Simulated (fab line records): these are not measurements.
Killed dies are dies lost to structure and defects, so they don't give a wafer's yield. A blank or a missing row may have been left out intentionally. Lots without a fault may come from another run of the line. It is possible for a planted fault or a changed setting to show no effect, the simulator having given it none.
What tool caused it?	flow nand harc	72 wafers from 24 lots sampled at 6 of the route's 1302 steps

WHAT THE GAUGES READ, wafer by wafer
The record holds no reading of a measuring or inspecting step that can be judged against a usual standard deviation.

EACH LOT AND THE TOOL THAT RAN IT (in order: tool; ch and the chambers of the sampled wafers; start)
lot	NHARC_A_STAIRCASE_ETCH_15	NHARC_A_STAIRCASE_ETCH_19	NHARC_A_STAIRCASE_TRIM_22	NHARC_A_STAIRCASE_DESCUM_186	NHARC_A_STAIRCASE_ETCH_197	NHARC_A_STAIRCASE_ETCH_236
L075	rie diel-02 ch 0,3, day 15 15:31 or earlier	rie diel-02 ch 1,3, day 15 15:31 or earlier	rie diel-02 ch 0,3, day 15 15:31 or earlier	rie diel-05 ch 0,1,3, day 15 15:31	rie diel-04 ch 0,1,3, no start	rie diel-05 ch 0,2, no start
L074	rie diel-04 ch 0,2, day 16 15:02 or earlier	rie diel-04 ch 0,1,3, day 16 15:02 or earlier	rie diel-05 ch 1,2,3, day 16 15:02 or earlier	rie diel-05 ch 1,3, day 16 15:02	rie diel-05 ch 0,3, no start	rie diel-04 ch 0,1,3, no start
L077	rie diel-04 ch 1,2,3, day 16 21:16 or earlier	rie diel-04 ch 0,2, day 16 21:16 or earlier	rie diel-04 ch 0,2,3, day 16 21:16 or earlier	rie diel-05 ch 1,2,3, day 16 21:16	rie diel-05 ch 0,2,3, no start	rie diel-04 ch 0,1,2, no start
L076	rie diel-02 ch 0,1,3, day 16 21:33 or earlier	rie diel-02 ch 0,2,3, day 16 21:33 or earlier	rie diel-02 ch 0,1,2, day 16 21:33 or earlier	rie diel-05 ch 0,1,2, day 16 21:33	rie diel-04 ch 0,2,3, no start	rie diel-05 ch 0,2,3, no start
L079	rie diel-05 ch 0,1, day 17 11:46 or earlier	rie diel-05 ch 0,1,2, day 17 11:46 or earlier	rie diel-04 ch 1,3, day 17 11:46 or earlier	rie diel-04 ch 0,2,3, day 17 11:46	rie diel-05 ch 0,2,3, no start	rie diel-05 ch 0,1, no start
L078	rie diel-04 ch 2,3, day 17 12:08 or earlier	rie diel-04 ch 2,3, day 17 12:08 or earlier	rie diel-04 ch 0,3, day 17 12:08 or earlier	rie diel-04 ch 0,2,3, day 17 12:08	rie diel-04 ch 2,3, no start	rie diel-04 ch 0,1, no start
L080	rie diel-04 ch 0,1,3, day 18 03:26 or earlier	rie diel-04 ch 0,1,3, day 18 03:26 or earlier	rie diel-02 ch 0,1,2, day 18 03:26 or earlier	rie diel-02 ch 2,3, day 18 03:26	rie diel-02 ch 0,2, no start	rie diel-02 ch 0,1, no start
L082	rie diel-05 ch 1,2,3, day 19 04:33 or earlier	rie diel-05 ch 0,1,2, day 19 04:33 or earlier	rie diel-05 ch 1,2,3, day 19 04:33 or earlier	rie diel-05 ch 1,2,3, day 19 04:33	rie diel-05 ch 0,1,2, no start	rie diel-05 ch 0,1,3, no start
L081	rie diel-04 ch 0,1,3, day 19 06:02 or earlier	rie diel-04 ch 0,2,3, day 19 06:02 or earlier	rie diel-02 ch 0,1, day 19 06:02 or earlier	rie diel-02 ch 0,1,2, day 19 06:02	rie diel-05 ch 0,2,3, no start	rie diel-02 ch 0,2, no start
L083	rie diel-05 ch 0,1,2, day 19 20:16 or earlier	rie diel-05 ch 0,1, day 19 20:16 or earlier	rie diel-05 ch 1,2, day 19 20:16 or earlier	rie diel-04 ch 1,2, day 19 20:16	rie diel-04 ch 1,2, no start	rie diel-05 ch 0,3, no start
L084	rie diel-05 ch 0,3, day 20 12:25 or earlier	rie diel-05 ch 0,1,3, day 20 12:25 or earlier	rie diel-05 ch 0,2,3, day 20 12:25 or earlier	rie diel-02 ch 0,2, day 20 12:25	rie diel-02 ch 0,2, day 20 14:21	rie diel-04 ch 0,2,3, no start
L085	rie diel-04 ch 0,1, day 20 16:44 or earlier	rie diel-04 ch 0,1,2, day 20 16:44 or earlier	rie diel-04 ch 1,3, day 20 16:44 or earlier	rie diel-02 ch 0, day 20 16:44	rie diel-04 ch 0,2,3, no start	rie diel-05 ch 2,3, no start
L086	rie diel-05 ch 2,3, day 20 17:59 or earlier	rie diel-05 ch 1,2,3, day 20 17:59 or earlier	rie diel-05 ch 1,2, day 20 17:59 or earlier	rie diel-05 ch 1,2, day 20 17:59	rie diel-05 ch 1,2, no start	rie diel-02 ch 1,2, no start
L087	rie diel-04 ch 0,1, day 20 20:59 or earlier	rie diel-04 ch 0,1,3, day 20 20:59 or earlier	rie diel-02 ch 0,1,2, day 20 20:59 or earlier	rie diel-04 ch 2,3, day 20 20:59	rie diel-04 ch 0,1,2, no start	rie diel-04 ch 0,1,2, no start
L089	rie diel-04 ch 0,1,2, day 21 20:17 or earlier	rie diel-04 ch 1,3, day 21 20:17 or earlier	rie diel-02 ch 1,2, day 21 20:17 or earlier	rie diel-02 ch 0,1,2, day 21 20:17	rie diel-04 ch 0,1,2, no start	rie diel-04 ch 0,1,2, no start
L088	rie diel-04 ch 2,3, day 21 22:16 or earlier	rie diel-04 ch 1,2,3, day 21 22:16 or earlier	rie diel-05 ch 1,3, day 21 22:16 or earlier	rie diel-04 ch 0,1, day 21 22:16	rie diel-05 ch 2,3, no start	rie diel-02 ch 1,2,3, no start
L090	rie diel-02 ch 1,2,3, day 23 03:03 or earlier	rie diel-02 ch 1,2,3, day 23 03:03 or earlier	rie diel-05 ch 0,1, day 23 03:03 or earlier	rie diel-04 ch 1,3, day 23 03:03	rie diel-04 ch 0,1,2, no start	rie diel-05 ch 0,1,2, no start
L091	rie diel-02 ch 0,2,3, day 23 03:20 or earlier	rie diel-02 ch 0,1,3, day 23 03:20 or earlier	rie diel-05 ch 1,2,3, day 23 03:20 or earlier	rie diel-05 ch 0,2,3, day 23 03:20	rie diel-02 ch 0,1,2, no start	rie diel-02 ch 1,2, no start
L092	rie diel-05 ch 1,2,3, day 23 08:29 or earlier	rie diel-05 ch 0,2, day 23 08:29 or earlier	rie diel-02 ch 0,2, day 23 08:29 or earlier	rie diel-05 ch 0,1, day 23 08:29	rie diel-02 ch 1,3, no start	rie diel-02 ch 1,2,3, no start
L093	rie diel-02 ch 0,2, day 23 22:09 or earlier	rie diel-02 ch 0,2, day 23 22:09 or earlier	rie diel-02 ch 0,1, day 23 22:09 or earlier	rie diel-02 ch 0,1,2, day 23 22:09	rie diel-05 ch 0,2,3, no start	rie diel-04 ch 1,2,3, no start
L095	rie diel-02 ch 0,2,3, day 24 10:32 or earlier	rie diel-02 ch 0,1,3, day 24 10:32 or earlier	rie diel-05 ch 0,1,2, day 24 10:32 or earlier	rie diel-05 ch 0,2,3, day 24 10:32	rie diel-05 ch 0,2,3, no start	rie diel-05 ch 0,2,3, no start
L094	rie diel-05 ch 0,3, day 24 16:26 or earlier	rie diel-05 ch 0,3, day 24 16:26 or earlier	rie diel-05 ch 0,1,2, day 24 16:26 or earlier	rie diel-02 ch 2,3, day 24 16:26	rie diel-04 ch 0,1,2, no start	rie diel-05 ch 0,3, no start
L096	rie diel-05 ch 0,1,2, day 24 22:52 or earlier	rie diel-05 ch 0,1,3, day 24 22:52 or earlier	rie diel-04 ch 1,2,3, day 24 22:52 or earlier	rie diel-05 ch 0,2,3, day 24 22:52	rie diel-04 ch 0,1,2, no start	rie diel-04 ch 0,1,3, no start
L097	rie diel-02 ch 0,1,3, day 25 13:08 or earlier	rie diel-02 ch 0,1,3, day 25 13:08 or earlier	rie diel-02 ch 0,3, day 25 13:08 or earlier	rie diel-02 ch 0,2,3, day 25 13:08	rie diel-04 ch 0,3, no start	rie diel-04 ch 1,2, no start
- NHARC_A_STAIRCASE_ETCH_15: etches the open film in C4F8/O2, target depth 100 nm, time 40.5 s.
- NHARC_A_STAIRCASE_ETCH_19: etches the open film in C4F8/O2, target depth 100 nm, time 40.5 s.
- NHARC_A_STAIRCASE_TRIM_22: chemistry O2, time 211.2 s.
- NHARC_A_STAIRCASE_DESCUM_186: chemistry O2, time 3 s.
- NHARC_A_STAIRCASE_ETCH_197: etches the open film in C4F8/O2, target depth 100 nm, time 40.5 s.
- NHARC_A_STAIRCASE_ETCH_236: etches the open film in C4F8/O2, target depth 100 nm, time 40.5 s.

WHAT THE TOOLS THEMSELVES READ (means of the sampled wafers that have a number; where no wafer has one, the mark that the record gives instead)
NHARC_A_STAIRCASE_ETCH_15.
lot	tool	oes product au (a.u.)	rf fwd power W (W)	rf vpp V (V)
L075	rie diel-02	0.942	590.4	891
L074	rie diel-04	0.942	589.3	891
L077	rie diel-04	0.945	590.9	894
L076	rie diel-02	0.949	590.6	888
L079	rie diel-05	0.961	590.4	897
L078	rie diel-04	0.947	589.3	895
L080	rie diel-04	0.941	589.7	894
L082	rie diel-05	0.942	593.4	894
L081	rie diel-04	0.944	590.7	893
L083	rie diel-05	0.950	590.3	897
L084	rie diel-05	0.941	589.2	892
L085	rie diel-04	0.941	591.1	893
L086	rie diel-05	0.944	591.4	893
L087	rie diel-04	0.950	591.6	891
L089	rie diel-04	0.949	594.0	891
L088	rie diel-04	0.937	592.2	892
L090	rie diel-02	0.942	593.0	897
L091	rie diel-02	0.934	591.5	891
L092	rie diel-05	0.938	593.1	894
L093	rie diel-02	0.957	588.9	893
L095	rie diel-02	0.944	589.8	891
L094	rie diel-05	0.943	591.9	892
L096	rie diel-05	0.942	592.1	895
L097	rie diel-02	0.952	591.5	895

NHARC_A_STAIRCASE_ETCH_19.
lot	tool	oes product au (a.u.)	rf fwd power W (W)	rf vpp V (V)
L075	rie diel-02	0.939	590.3	888
L074	rie diel-04	0.939	589.8	894
L077	rie diel-04	0.950	590.0	890
L076	rie diel-02	0.936	589.7	892
L079	rie diel-05	0.941	594.0	897
L078	rie diel-04	0.937	593.8	892
L080	rie diel-04	0.933	591.6	894
L082	rie diel-05	0.952	594.0	896
L081	rie diel-04	0.943	589.2	893
L083	rie diel-05	0.954	591.9	896
L084	rie diel-05	0.951	592.5	895
L085	rie diel-04	0.946	591.3	891
L086	rie diel-05	0.933	593.7	894
L087	rie diel-04	0.942	590.2	894
L089	rie diel-04	0.943	589.1	896
L088	rie diel-04	0.943	590.1	893
L090	rie diel-02	0.941	592.2	897
L091	rie diel-02	0.936	591.8	895
L092	rie diel-05	0.943	590.2	893
L093	rie diel-02	0.952	590.7	894
L095	rie diel-02	0.944	591.9	893
L094	rie diel-05	0.957	589.0	892
L096	rie diel-05	0.944	592.2	894
L097	rie diel-02	0.945	591.8	894

NHARC_A_STAIRCASE_TRIM_22.
lot	tool	drypump motor current A (A)	oes product au (a.u.)	rf vpp V (V)	showerhead plenum p Torr (Torr)	throttle valve pct (%)
L075	rie diel-02	5.4	0.997	58.0	3.35	17.043
L074	rie diel-05	5.3	1.003	57.1	3.49	17.031
L077	rie diel-04	5.6	0.996	57.8	3.45	17.045
L076	rie diel-02	5.5	0.997	57.9	3.43	17.033
L079	rie diel-04	6.1	0.996	58.0	3.53	17.032
L078	rie diel-04	6.0	1.000	57.6	3.51	17.035
L080	rie diel-02	5.5	0.994	58.2	3.60	17.034
L082	rie diel-05	5.3	1.001	58.0	3.49	17.040
L081	rie diel-02	5.3	0.992	57.7	3.54	17.043
L083	rie diel-05	5.8	1.001	58.3	3.52	17.035
L084	rie diel-05	5.8	1.003	57.5	3.45	17.043
L085	rie diel-04	6.0	1.003	57.9	3.49	17.034
L086	rie diel-05	5.8	0.995	57.8	3.51	17.043
L087	rie diel-02	5.5	1.002	57.7	3.58	17.036
L089	rie diel-02	5.7	0.997	58.7	3.63	17.035
L088	rie diel-05	4.8	1.002	57.5	3.52	17.043
L090	rie diel-05	5.7	1.000	59.0	3.53	17.031
L091	rie diel-05	5.3	0.996	57.5	3.47	17.037
L092	rie diel-02	5.3	0.994	57.3	3.44	17.040
L093	rie diel-02	5.3	0.996	58.1	3.52	17.034
L095	rie diel-05	5.7	1.002	58.2	3.51	17.035
L094	rie diel-05	5.7	0.997	58.3	3.50	17.036
L096	rie diel-04	5.7	0.997	57.1	3.43	17.041
L097	rie diel-02	5.4	1.008	56.6	3.32	17.032

NHARC_A_STAIRCASE_DESCUM_186.
lot	tool	drypump motor current A (A)	oes product au (a.u.)	rf vpp V (V)	showerhead plenum p Torr (Torr)	throttle valve pct (%)
L075	rie diel-05	5.2	1.003	58.2	1.91	11.312
L074	rie diel-05	4.8	1.009	57.7	1.92	11.313
L077	rie diel-05	5.3	1.000	57.7	1.89	11.321
L076	rie diel-05	5.7	0.999	58.1	1.92	11.313
L079	rie diel-04	5.6	0.988	57.6	1.86	11.307
L078	rie diel-04	5.6	0.998	58.2	1.86	11.307
L080	rie diel-02	5.6	1.004	56.9	1.83	11.310
L082	rie diel-05	5.3	0.991	56.8	1.89	11.307
L081	rie diel-02	5.5	0.995	58.2	1.95	11.315
L083	rie diel-04	5.6	0.998	57.4	1.85	11.309
L084	rie diel-02	5.5	1.006	58.0	1.90	11.309
L085	rie diel-02	5.1	1.006	57.5	1.84	11.317
L086	rie diel-05	5.8	0.994	57.8	1.90	11.316
L087	rie diel-04	5.8	0.993	58.4	1.89	11.302
L089	rie diel-02	5.5	1.000	58.1	1.94	11.309
L088	rie diel-04	5.7	1.005	57.5	1.85	11.316
L090	rie diel-04	6.1	0.992	58.1	1.91	11.314
L091	rie diel-05	5.7	0.997	56.9	1.86	11.314
L092	rie diel-05	5.7	1.004	57.6	1.92	11.315
L093	rie diel-02	5.5	1.010	57.6	1.94	11.306
L095	rie diel-05	5.7	0.996	57.1	1.86	11.316
L094	rie diel-02	5.7	1.006	57.6	1.87	11.312
L096	rie diel-05	5.8	0.992	57.7	1.85	11.312
L097	rie diel-02	5.5	1.005	57.2	1.84	11.301

NHARC_A_STAIRCASE_ETCH_197.
lot	tool	oes product au (a.u.)	rf fwd power W (W)	rf vpp V (V)
L075	rie diel-04	0.969	590	894
L074	rie diel-05	0.945	591	893
L077	rie diel-05	0.941	592	893
L076	rie diel-04	0.975	589	893
L079	rie diel-05	0.981	591	895
L078	rie diel-04	0.935	589	894
L080	rie diel-02	0.923	591	895
L082	rie diel-05	0.942	591	896
L081	rie diel-05	0.976	593	893
L083	rie diel-04	0.937	593	890
L084	rie diel-02	0.943	591	893
L085	rie diel-04	0.948	590	893
L086	rie diel-05	0.950	595	895
L087	rie diel-04	0.940	592	891
L089	rie diel-04	0.976	593	891
L088	rie diel-05	0.963	591	891
L090	rie diel-04	0.946	591	890
L091	rie diel-02	0.977	591	897
L092	rie diel-02	0.968	588	893
L093	rie diel-05	0.959	593	892
L095	rie diel-05	0.928	590	893
L094	rie diel-04	0.970	593	890
L096	rie diel-04	0.935	594	890
L097	rie diel-04	0.965	591	892

NHARC_A_STAIRCASE_ETCH_236.
lot	tool	oes product au (a.u.)	rf fwd power W (W)	rf vpp V (V)
L075	rie diel-05	0.938	593	895
L074	rie diel-04	0.951	593	894
L077	rie diel-04	0.938	592	891
L076	rie diel-05	0.950	592	894
L079	rie diel-05	0.950	589	897
L078	rie diel-04	0.952	593	892
L080	rie diel-02	0.956	594	901
L082	rie diel-05	0.940	592	896
L081	rie diel-02	0.943	592	895
L083	rie diel-05	0.953	589	893
L084	rie diel-04	0.939	589	893
L085	rie diel-05	0.944	591	892
L086	rie diel-02	0.928	592	903
L087	rie diel-04	0.945	589	890
L089	rie diel-04	0.950	593	891
L088	rie diel-02	0.927	591	897
L090	rie diel-05	0.935	594	896
L091	rie diel-02	0.954	592	901
L092	rie diel-02	0.943	593	896
L093	rie diel-04	0.930	592	893
L095	rie diel-05	0.939	591	893
L094	rie diel-05	0.942	592	893
L096	rie diel-04	0.947	591	893
L097	rie diel-04	0.950	595	891

THE ANSWER, worked out from the rows above alone
Rule: the usual values come from the lots themselves. Put in order of their means at a reading, lots are off if they are a third of the lots or fewer, leave a main group of 4 or more, and stand apart from it by a gap of 3 or more times the standard deviation of the main group's means; of several such gaps the widest counts. If all means in a main group match to the digits the tables above print for the reading, that group is not used. Also off: a lot with no number at a reading for which 4 or more lots have one. Any other lot the step has rows for is counted as sound. First the gauges in route order, then the tools' own readings, where a lot's mean is used as printed above. The first step at which some lot is off is used, and at that step the reading that is off furthest; a lot without a number counts as furthest.
No lot is off at any reading shown: from this, nothing can be told.

WHAT HAD BEEN PUT IN BY THE SIMULATOR
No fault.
